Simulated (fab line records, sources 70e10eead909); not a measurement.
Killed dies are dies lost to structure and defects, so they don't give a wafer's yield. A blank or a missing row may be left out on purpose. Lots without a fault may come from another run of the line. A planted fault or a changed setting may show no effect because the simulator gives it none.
Chamber matching | flow nand_harc | NHARC_P_CONTACT_CMP_24 on cmp-01: 4 sister chambers
The step polishes, t overpolish 30 s, target thk 200 nm. 8 wafers are shown with their chamber, then 8 later ones without.

WAFERS WITH THEIR CHAMBER
wafer  | chamber | motor_current_A (A) | time_to_endpoint_s (s)
L074.1 | 3       | 10.9                | 43
L080.3 | 0       | 10.9                | 43
L081.3 | 2       | 13.1                | 37
L081.5 | 2       | 12.6                | 36
L083.2 | 3       | 11.7                | 41
L083.3 | 1       | 10.6                | 39
L083.6 | 1       | 10.6                | 38
L086.2 | 0       | 10.5                | 41

WAFERS WITHOUT THEIR CHAMBER
wafer  | motor_current_A (A) | time_to_endpoint_s (s)
L086.5 | 11.0                | 40
L086.6 | 10.4                | 38
L093.1 | 10.9                | 38
L093.5 | 12.4                | 34
L093.6 | 11.2                | 41
L094.1 | 12.8                | 33
L094.2 | 11.7                | 40
L094.5 | 10.8                | 39

WHICH CHAMBER EACH WENT THROUGH
wafer  | from the rows above          | in truth
L086.5 | can't be placed: 1 or 0 or 3 | 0
L086.6 | 1                            | 1
L093.1 | 1                            | 1
L093.5 | 2                            | 2
L093.6 | can't be placed: 3 or 0 or 1 | 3
L094.1 | 2                            | 2
L094.2 | can't be placed: 3 or 0 or 1 | 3
L094.5 | can't be placed: 1 or 0      | 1
Placed correctly: 4 of 8. Can't be placed from these rows: 4 (the true chamber is among the candidates in 4). Placed wrongly: 0.
How it was worked out, from the rows above alone: a wafer's distance from a chamber is the root of the sum, over the readings, of the square of ((its reading less the chamber's mean) divided by the reading's scatter). The wafer belongs to the nearest chamber; if the next one is less than 2 further off, it can't be placed. A chamber's mean is the mean of its shown wafers. The scatter: the root of (the sum of the squares of (reading less its chamber's mean) over the shown wafers, divided by (wafers less chambers)).
